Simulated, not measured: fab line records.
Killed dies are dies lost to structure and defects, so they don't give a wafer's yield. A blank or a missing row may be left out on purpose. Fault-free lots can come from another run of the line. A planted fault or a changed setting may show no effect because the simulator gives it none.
Which tool did it?	flow n5 finfet	24 lots with 72 wafers sampled at 6 steps, on a route of 1938 steps

## WHAT THE GAUGES READ, wafer by wafer
The record lacks any reading of a measuring or inspecting step that a usual standard deviation could be used to judge.

## WHICH TOOL RAN EACH LOT (tool, then ch and the chambers of the sampled wafers, then the start)
lot	N5_BEOL_M13_DEGAS_41	N5_BEOL_M14_ETCH_59	N5_BEOL_M15_ILD_DEP_00	N5_BEOL_M15_TRENCH_ETCH_34	N5_BEOL_M15_ANNEAL_48	N5_MIM_TOP_ALD_02
L074	pvd sputter-01, day 10 11:39	rie diel-01 ch 0,1,3, day 10 14:12	pecvd-03 ch 1,2, day 10 18:16	rie diel-03 ch 0,2,3, day 10 21:05	rtp anneal-01 ch 0, day 10 23:23	ald hk-01 ch 0,3, no start
L075	pvd sputter-02, day 11 06:19	rie diel-01 ch 1,2, day 11 08:14	pecvd-03 ch 0,1, day 11 14:07	rie diel-03 ch 1,3, day 11 16:35	rtp anneal-01 ch 0, day 11 19:31	ald hk-01 ch 1,2,3, no start
L077	pvd sputter-03, day 11 08:01	rie diel-05 ch 1,2, day 11 09:56	pecvd-01 ch 0,1,2, day 11 14:31	rie diel-06 ch 1,2, day 11 17:03	rtp anneal-02 ch 0, day 11 21:46	ald hk-02 ch 0,3, no start
L078	pvd sputter-03, day 11 08:30	rie diel-05 ch 1,2, day 11 10:34	pecvd-04 ch 1,2, day 11 14:21	rie diel-06 ch 1,2,3, day 11 16:49	rtp anneal-02 ch 0, day 11 21:29	ald hk-01 ch 1,2,3, no start
L076	pvd sputter-02, day 11 08:56	rie diel-05 ch 0,3, day 11 10:59	pecvd-03 ch 0,2, day 11 14:47	rie diel-06 ch 2,3, day 11 17:23	rtp anneal-01 ch 0, day 11 23:17	ald hk-03 ch 1,2, no start
L079	pvd sputter-01, day 11 22:26	rie diel-01 ch 0,1, day 12 02:43	pecvd-03 ch 0,2, day 12 05:58	rie diel-02 ch 1,3, day 12 09:26	rtp anneal-01 ch 0, day 12 11:47	ald hk-01 ch 0,2, no start
L080	pvd sputter-01, day 12 10:31	rie diel-01 ch 0,2,3, day 12 13:46	pecvd-04 ch 0,1,2, day 12 20:02	rie diel-03 ch 0,1,3, day 12 22:35	rtp anneal-01 ch 0, day 13 03:32	ald hk-03 ch 1,2, no start
L082	pvd sputter-02, day 12 11:14	rie diel-05 ch 0,2,3, day 12 13:48	pecvd-01 ch 1,2, day 12 20:13	rie diel-02 ch 0,2,3, day 12 22:41	rtp anneal-02 ch 0, day 13 03:25	ald hk-02 ch 1,2,3, no start
L081	pvd sputter-02, day 12 16:47	rie diel-04 ch 0,2,3, day 12 19:23	pecvd-03 ch 0,1,2, day 13 00:09	rie diel-03 ch 1,2,3, day 13 02:37	rtp anneal-02 ch 0, day 13 04:35	ald hk-01 ch 0,2,3, no start
L083	pvd sputter-03, day 12 21:34	rie diel-04 ch 0,2, day 12 23:37	pecvd-04 ch 0,1, day 13 03:56	rie diel-06 ch 0,3, day 13 06:24	rtp anneal-01 ch 0, day 13 10:00	ald hk-01 ch 0,1,3, no start
L085	pvd sputter-02, day 13 13:35	rie diel-05 ch 0,1,2, day 13 15:45	pecvd-01 ch 1,2, day 13 20:29	rie diel-06 ch 1,2,3, day 13 22:49	rtp anneal-02 ch 0, day 14 01:11	ald hk-03 ch 0,3, no start
L084	pvd sputter-03, day 13 16:38	rie diel-05 ch 1,2, day 13 19:12	pecvd-04 ch 0,1, day 13 22:37	rie diel-03 ch 0,1,2, day 14 01:02	rtp anneal-01 ch 0, day 14 02:49	ald hk-01 ch 0,2, no start
L087	pvd sputter-03, day 13 21:53	rie diel-05 ch 0,2, day 14 00:04	pecvd-01 ch 0,2, day 14 03:52	rie diel-06 ch 0,2,3, day 14 06:32	rtp anneal-02 ch 0, day 14 12:32	ald hk-03 ch 0,1,2, no start
L086	pvd sputter-01, day 14 10:04	rie diel-01 ch 0,1,2, day 14 12:02	pecvd-04 ch 0,1,2, day 14 18:00	rie diel-06 ch 0,1,3, day 14 20:47	rtp anneal-01 ch 0, day 15 00:22	ald hk-02 ch 1,2,3, no start
L089	pvd sputter-03, day 14 10:14	rie diel-04 ch 0,2, day 14 12:25	pecvd-04 ch 1,2, day 14 18:34	rie diel-06 ch 0,3, day 14 22:17	rtp anneal-01 ch 0, day 15 03:05	ald hk-02 ch 1,2,3, no start
L090	pvd sputter-02, day 14 10:28	rie diel-04 ch 0,1,2, day 14 14:12	pecvd-04 ch 0,2, day 14 19:24	rie diel-06 ch 0,3, day 14 22:32	rtp anneal-01 ch 0, day 15 03:29	ald hk-03 ch 0,1,2, no start
L088	pvd sputter-02, day 14 11:23	rie diel-04 ch 0,1,2, day 14 14:33	pecvd-03 ch 0,1,2, day 14 20:33	rie diel-06 ch 0,1,3, day 15 00:45	rtp anneal-02 ch 0, day 15 03:47	ald hk-01 ch 0,1,2, no start
L091	pvd sputter-03, day 15 03:50	rie diel-04 ch 1,2, day 15 05:47	pecvd-03 ch 0,2, day 15 11:01	rie diel-06 ch 0,1,2, day 15 13:20	rtp anneal-02 ch 0, day 15 18:01	ald hk-03 ch 0,1,3, no start
L092	pvd sputter-01, day 15 07:03	rie diel-01 ch 0,3, day 15 09:22	pecvd-01 ch 0,1,2, day 15 16:48	rie diel-06 ch 0,1,2, day 15 19:29	rtp anneal-01 ch 0, day 15 21:13	ald hk-01 ch 1,2,3, no start
L094	pvd sputter-01, day 15 15:20	rie diel-05 ch 1,2, day 15 17:16	pecvd-01 ch 0,2, day 15 21:24	rie diel-02 ch 2,3, day 15 23:43	rtp anneal-01 ch 0, day 16 01:52	ald hk-01 ch 2,3, no start
L093	pvd sputter-02, day 15 20:35	rie diel-01 ch 0,2,3, day 15 22:56	pecvd-04 ch 0,1, day 16 03:46	rie diel-06 ch 0,1,2, day 16 06:12	rtp anneal-02 ch 0, day 16 07:56	ald hk-01 ch 2,3, no start
L095	pvd sputter-02, day 16 01:02	rie diel-05 ch 0,1,3, day 16 03:08	pecvd-01 ch 0,1, day 16 10:22	rie diel-06 ch 0,2, day 16 12:32	rtp anneal-01 ch 0, day 16 15:01	ald hk-01 ch 0,2,3, no start
L096	pvd sputter-02, day 16 01:22	rie diel-01 ch 0,1,3, day 16 04:13	pecvd-03 ch 1,2, day 16 11:14	rie diel-06 ch 0,1,3, day 16 13:33	rtp anneal-01 ch 0, day 16 15:27	ald hk-02 ch 0,2,3, no start
L097	pvd sputter-02, day 16 21:34	rie diel-05 ch 0,2, day 16 23:45	pecvd-03 ch 0,2, day 17 03:23	rie diel-03 ch 0,1,2, day 17 07:29	rtp anneal-02 ch 0, day 17 11:02	ald hk-03 ch 0,1,3, no start
- N5_BEOL_M13_DEGAS_41: time 60 s.
- N5_BEOL_M14_ETCH_59: etches BARC in N2/H2, target depth 89 nm, overetch 26.7 nm, time 67.9 s.
- N5_BEOL_M15_ILD_DEP_00: deposits SiO2 from TEOS/O2, target thk 1629.3 nm, time 346.1 s.
- N5_BEOL_M15_TRENCH_ETCH_34: etches SiO2 in C4F8/O2/Ar, target depth 872.93 nm, time 199 s.
- N5_BEOL_M15_ANNEAL_48: time 90 s.
- N5_MIM_TOP_ALD_02: deposits Al2O3, purge time 3 s, co reactant pulse time 3 s.

## WHAT THE TOOLS THEMSELVES READ (means of the sampled wafers that have a number; where no wafer has one, the mark that the record gives instead)
N5_BEOL_M13_DEGAS_41. Usual: heater power w at 317 W, with a standard deviation of 38.
lot	tool	heater power w (W)	flag
L074	pvd sputter-01	360	
L075	pvd sputter-02	285	
L077	pvd sputter-03	336	
L078	pvd sputter-03	340	
L076	pvd sputter-02	270	
L079	pvd sputter-01	338	
L080	pvd sputter-01	361	
L082	pvd sputter-02	323	
L081	pvd sputter-02	288	
L083	pvd sputter-03	320	
L085	pvd sputter-02	311	
L084	pvd sputter-03	344	
L087	pvd sputter-03	324	
L086	pvd sputter-01	359	
L089	pvd sputter-03	325	
L090	pvd sputter-02	294	
L088	pvd sputter-02	292	
L091	pvd sputter-03	325	
L092	pvd sputter-01	345	
L094	pvd sputter-01	330	
L093	pvd sputter-02	295	
L095	pvd sputter-02	267	
L096	pvd sputter-02	266	
L097	pvd sputter-02	295	

N5_BEOL_M14_ETCH_59. Usual: drypump motor current A 6.0 A, standard deviation 0.52; oes product au 0.69 a.u., standard deviation 0.062; rf fwd power W 832.7 W, standard deviation 2.8; rf vpp V 524.4 V, standard deviation 2.3; showerhead plenum p Torr 2.56 Torr, standard deviation 0.078; throttle valve pct 17.8 %, standard deviation 0.33.
lot	tool	drypump motor current A (A)	oes product au (a.u.)	rf fwd power W (W)	rf vpp V (V)	showerhead plenum p Torr (Torr)	throttle valve pct (%)	flag
L074	rie diel-01	5.7	0.68	832.6	522.9	2.52	18.1	
L075	rie diel-01	6.6	0.68	831.1	524.0	2.55	18.2	
L077	rie diel-05	6.4	0.74	833.5	524.7	2.58	17.6	
L078	rie diel-05	6.4	0.73	833.4	525.0	2.58	17.6	
L076	rie diel-05	5.6	0.67	830.5	523.2	2.52	17.7	
L079	rie diel-01	5.9	0.72	833.5	524.7	2.57	18.2	
L080	rie diel-01	5.7	0.64	837.2	522.6	2.49	18.0	
L082	rie diel-05	5.9	0.65	831.9	523.7	2.54	17.8	
L081	rie diel-04	6.0	0.71	832.9	527.5	2.64	17.5	
L083	rie diel-04	6.3	0.77	831.5	526.5	2.67	17.3	
L085	rie diel-05	6.2	0.68	833.0	522.6	2.52	17.7	
L084	rie diel-05	6.4	0.71	834.6	524.5	2.57	17.6	
L087	rie diel-05	5.9	0.66	832.7	521.5	2.47	17.7	
L086	rie diel-01	6.2	0.66	832.1	523.4	2.54	18.1	
L089	rie diel-04	6.0	0.73	830.7	526.3	2.63	17.4	
L090	rie diel-04	6.0	0.71	831.2	526.1	2.61	17.7	
L088	rie diel-04	6.0	0.71	831.9	525.2	2.61	17.7	
L091	rie diel-04	5.7	0.64	832.5	524.3	2.54	18.0	
L092	rie diel-01	5.2	0.76	835.1	527.2	2.66	17.7	
L094	rie diel-05	6.4	0.69	834.3	524.3	2.56	17.6	
L093	rie diel-01	5.7	0.76	832.7	525.0	2.59	17.7	
L095	rie diel-05	5.8	0.67	835.3	524.3	2.55	17.7	
L096	rie diel-01	5.7	0.72	831.3	526.1	2.60	18.0	
L097	rie diel-05	6.3	0.62	832.8	522.7	2.48	17.8	

N5_BEOL_M15_ILD_DEP_00. Usual: heater power w 562 W, standard deviation 100; rf fwd power W 898.4 W, standard deviation 2.8; showerhead plenum p Torr 8.34 Torr, standard deviation 0.039; throttle valve pct 18.4 %, standard deviation 0.64.
lot	tool	heater power w (W)	rf fwd power W (W)	showerhead plenum p Torr (Torr)	throttle valve pct (%)	flag
L074	pecvd-03	507	902.5	8.33	18.4	
L075	pecvd-03	501	901.6	8.34	18.6	
L077	pecvd-01	602	899.9	8.31	17.9	
L078	pecvd-04	631	898.9	8.32	18.4	
L076	pecvd-03	520	899.8	8.34	18.2	
L079	pecvd-03	484	898.9	8.33	18.0	
L080	pecvd-04	660	897.5	8.37	18.8	
L082	pecvd-01	553	897.8	8.31	17.5	
L081	pecvd-03	468	899.7	8.34	18.2	
L083	pecvd-04	704	895.9	8.38	19.1	
L085	pecvd-01	477	896.6	8.31	17.7	
L084	pecvd-04	649	897.8	8.40	19.2	
L087	pecvd-01	592	899.4	8.34	18.2	
L086	pecvd-04	626	897.2	8.36	19.0	
L089	pecvd-04	686	896.1	8.33	18.7	
L090	pecvd-04	659	898.3	8.35	19.2	
L088	pecvd-03	473	897.7	8.34	18.2	
L091	pecvd-03	475	898.3	8.34	18.1	
L092	pecvd-01	539	897.5	8.34	18.1	
L094	pecvd-01	555	899.7	8.35	18.1	
L093	pecvd-04	628	894.8	8.40	19.5	
L095	pecvd-01	515	898.2	8.37	18.3	
L096	pecvd-03	511	896.6	8.34	18.5	
L097	pecvd-03	451	898.4	8.36	18.1	

N5_BEOL_M15_TRENCH_ETCH_34. Usual: drypump motor current A is 5.9 A with standard deviation 0.41, he outer torr is 30.01 Torr with standard deviation 0.062, oes product au is 0.82 a.u. with standard deviation 0.065, rf fwd power W is 1898 W with standard deviation 6.2, rf vpp V is 2220 V with standard deviation 25, showerhead plenum p Torr is 3.47 Torr with standard deviation 0.1, and throttle valve pct is 30.86 % with standard deviation 0.18.
lot	tool	drypump motor current A (A)	he outer torr (Torr)	oes product au (a.u.)	rf fwd power W (W)	rf vpp V (V)	showerhead plenum p Torr (Torr)	throttle valve pct (%)	flag
L074	rie diel-03	5.7	29.99	0.84	1897	2242	3.35	30.97	
L075	rie diel-03	5.6	30.00	0.85	1900	2245	3.45	31.09	
L077	rie diel-06	5.8	30.04	0.87	1898	2222	3.50	30.82	
L078	rie diel-06	5.8	30.00	0.84	1895	2220	3.53	30.77	
L076	rie diel-06	5.7	29.97	0.82	1898	2218	3.56	30.76	
L079	rie diel-02	6.0	29.95	0.78	1900	2249	3.58	30.62	
L080	rie diel-03	6.0	30.04	0.82	1897	2244	3.43	31.05	
L082	rie diel-02	5.9	30.00	0.80	1901	2231	3.51	30.94	
L081	rie diel-03	5.6	29.97	0.78	1898	2232	3.41	31.06	
L083	rie diel-06	6.0	29.95	0.89	1898	2194	3.45	30.78	
L085	rie diel-06	5.7	29.98	0.82	1891	2219	3.52	30.79	
L084	rie diel-03	6.0	30.00	0.75	1897	2232	3.40	31.01	
L087	rie diel-06	5.7	29.99	0.84	1899	2215	3.48	30.82	
L086	rie diel-06	6.0	30.00	0.85	1907	2198	3.48	30.76	
L089	rie diel-06	5.9	29.96	0.83	1900	2196	3.51	30.73	
L090	rie diel-06	5.9	29.98	0.82	1895	2196	3.51	30.74	
L088	rie diel-06	6.0	30.05	0.84	1900	2197	3.48	30.76	
L091	rie diel-06	5.8	30.06	0.85	1896	2216	3.44	30.87	
L092	rie diel-06	5.7	30.00	0.85	1893	2217	3.44	30.87	
L094	rie diel-02	6.0	30.01	0.75	1899	2219	3.39	31.20	
L093	rie diel-06	5.8	30.05	0.84	1901	2215	3.44	30.86	
L095	rie diel-06	5.7	30.02	0.86	1900	2211	3.40	30.91	
L096	rie diel-06	6.0	29.97	0.82	1900	2196	3.48	30.77	
L097	rie diel-03	6.0	29.93	0.73	1893	2229	3.38	31.04	

N5_BEOL_M15_ANNEAL_48. Usual: wafer_temp_C_max at 225.70, with a standard deviation of 0.28.
lot	tool	wafer_temp_C_max	flag
L074	rtp anneal-01	225.43	
L075	rtp anneal-01	225.73	
L077	rtp anneal-02	225.93	
L078	rtp anneal-02	225.74	
L076	rtp anneal-01	225.64	
L079	rtp anneal-01	225.47	
L080	rtp anneal-01	225.29	
L082	rtp anneal-02	225.94	
L081	rtp anneal-02	225.80	
L083	rtp anneal-01	225.50	
L085	rtp anneal-02	225.96	
L084	rtp anneal-01	225.48	
L087	rtp anneal-02	226.08	
L086	rtp anneal-01	225.50	
L089	rtp anneal-01	225.58	
L090	rtp anneal-01	225.61	
L088	rtp anneal-02	225.75	
L091	rtp anneal-02	226.11	
L092	rtp anneal-01	225.61	
L094	rtp anneal-01	225.36	
L093	rtp anneal-02	225.88	
L095	rtp anneal-01	225.60	
L096	rtp anneal-01	225.69	
L097	rtp anneal-02	226.23	

N5_MIM_TOP_ALD_02. Usual: precursor pulse height rel at 1.001, with a standard deviation of 0.019.
lot	tool	precursor pulse height rel	flag
L074	ald hk-01	1.005	
L075	ald hk-01	0.990	
L077	ald hk-02	1.003	
L078	ald hk-01	1.008	
L076	ald hk-03	1.028	
L079	ald hk-01	0.997	
L080	ald hk-03	1.020	
L082	ald hk-02	0.993	
L081	ald hk-01	0.997	
L083	ald hk-01	1.007	
L085	ald hk-03	0.998	
L084	ald hk-01	0.992	
L087	ald hk-03	1.012	
L086	ald hk-02	1.012	
L089	ald hk-02	0.994	
L090	ald hk-03	0.983	
L088	ald hk-01	1.008	
L091	ald hk-03	0.998	
L092	ald hk-01	0.997	
L094	ald hk-01	1.015	
L093	ald hk-01	0.974	
L095	ald hk-01	0.984	
L096	ald hk-02	1.013	
L097	ald hk-03	1.004	

## THE ANSWER, worked out from the rows above alone
Rule: a lot is off if the mean of its wafers that have a number lies more than 3 standard deviations from the usual mean. Also off: a lot with no number at a reading for which 4 or more lots have one. Any other lot the step has rows for is counted as sound. Order of review: gauges by route order, followed by the tools' own readings, for which a lot's mean as printed above is used. At the first step where some lot is off, the reading lying furthest off is the one used; lots without a number count as furthest.
No lot is off on any of the readings shown, so nothing can be concluded from this.

## WHAT THE SIMULATOR PUT IN
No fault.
